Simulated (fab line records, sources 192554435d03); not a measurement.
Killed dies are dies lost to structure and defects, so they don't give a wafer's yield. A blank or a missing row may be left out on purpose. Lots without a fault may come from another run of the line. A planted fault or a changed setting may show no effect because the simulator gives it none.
A struck lot beside a sound one | flow n5_finfet | 19 steps out of a route of 1938
Sound: wafers L102.1, L102.4, L102.6. Struck: wafers L110.1, L110.2, L110.5. The cause comes at the end.
At each step with rows: each side's tool, then ch and its chambers, then its first start. Under that, the readings that differ: sound wafers | struck wafers | difference of the means | sigmas: that difference in standard deviations of wafers without a fault.
alike: readings whose means differ by less than 2 such deviations, and words and numbers that are the same on both sides. not compared: withheld readings, readings that some wafer has no value for, bounds like >300 that may hide the same value, and numbers for which the record gives no deviation and whose values overlap.
The two part at a step that has a row with sigmas, a row that says differs or no value, or rows on one side only. Numbers that don't overlap but have no deviation are shown without sigmas and don't part them. A reading that every wafer of one side lacks parts them only if that side has two wafers or more.

N5_ILD0_THK_MEAS_08:
  sound on film_metro-01, day 5 11:43; struck on film_metro-01, day 7 13:18
  alike: thk_nm
then, 1 step without rows for these wafers: N5_ILD0_PRECLEAN_10 (cleans in NF3:NH3, afs cycles 5, time 20 s, sublimation time 60 s).
N5_ILD0_ALD_15: deposits SiNx, target thk 24 nm, pulse time 1 s, ald cycles 480.
  sound on ald_sin-02 ch 1,3, day 5 12:26; struck on ald_sin-02 ch 1,2,3, day 7 14:01
  alike: heater_power_w, precursor_pulse_height_rel
N5_ILD0_CMP_12: polishes SiNx, stops on poly-Si, t overpolish 6 s, target thk 17.67 nm.
  sound on cmp-03 ch 0,2, day 5 14:38; struck on cmp-01 ch 0,1, day 7 16:16
  alike: motor_current_A, overpolish_run_s, platen_rpm, time_to_endpoint_s
N5_ILD0_THK_MEAS_13:
  sound on film_metro-01, day 5 14:56; struck on film_metro-02, day 7 16:31
  alike: thk_nm
N5_ILD0_INSPECT_06: inspects for defects (darkfield).
  sound on defect_inspect-02, day 5 14:57; struck on defect_inspect-02, day 7 16:32
  alike: raw_defect_count
N5_SDB_HM_DEP_00: deposits SiNx from SiH4/NH3/N2, target thk 40 nm, time 35.3 s.
  sound on pecvd-01 ch 0,1, day 5 14:59; struck on pecvd-02 ch 0,1, day 7 16:35
  alike: heater_power_w, showerhead_plenum_p_Torr, throttle_valve_pct
then, 5 steps without rows for these wafers: N5_SDB_COAT_03 (time 60 s, resist thk 100 nm); N5_SDB_COAT_04 (time 60 s, resist thk 18 nm); N5_SDB_COAT_05 (resist thk 90 nm); N5_SDB_EBR_07; N5_SDB_SOFTBAKE_06 (time 60 s).
N5_SDB_EXPOSE_08: exposes mask SDB.
  sound on arfi_scanner-02 ch 0, day 5 15:19; struck on arfi_scanner-01 ch 0, day 7 16:54
  reading                     | sound       | struck   | difference | sigmas
  model.SDB.overlay_x_nm (nm) | 0.6 0.6 0.6 | 22 22 22 | +21        |
  alike: mask, reticle_temp_C
then, 2 steps without rows for these wafers: N5_SDB_PEB_09 (peb time 60 s); N5_SDB_DEVELOP_10 (develop time 30 s).
N5_SDB_CD_MEAS_11: target cd 50 nm.
  sound on cd_sem-01 ch 0, day 5 15:26; struck on cd_sem-01 ch 0, day 7 17:02
  alike: cd_nm
N5_SDB_OVL_MEAS_12:
  sound on overlay-02 ch 0, day 5 15:28; struck on overlay-02 ch 0, day 7 17:04
  reading      | sound        | struck         | difference | sigmas
  SDB_OVL (nm) | 0.8 -0.2 0.2 | 22.3 23.1 22.2 | +22.3      | +34
N5_SDB_INSPECT_13: inspects for defects (brightfield).
  sound on defect_inspect-01, day 5 15:30; struck on defect_inspect-02, day 7 17:05
  alike: raw_defect_count
-- the record jumps here: 9 days lie between the struck wafers' starts before and after (it left off in module SDB and takes up again in module PASSIVATION, whose first step shown is number 1936 of the route) --
N5_PASSIVATION_PROBE_49:
  the record has rows for the struck wafers here (prober-01, day 16 12:32) and none for the sound ones

WHERE THEY PART
First at N5_SDB_OVL_MEAS_12; last, within this record, at N5_PASSIVATION_PROBE_49.

WHY: what the simulator had put in
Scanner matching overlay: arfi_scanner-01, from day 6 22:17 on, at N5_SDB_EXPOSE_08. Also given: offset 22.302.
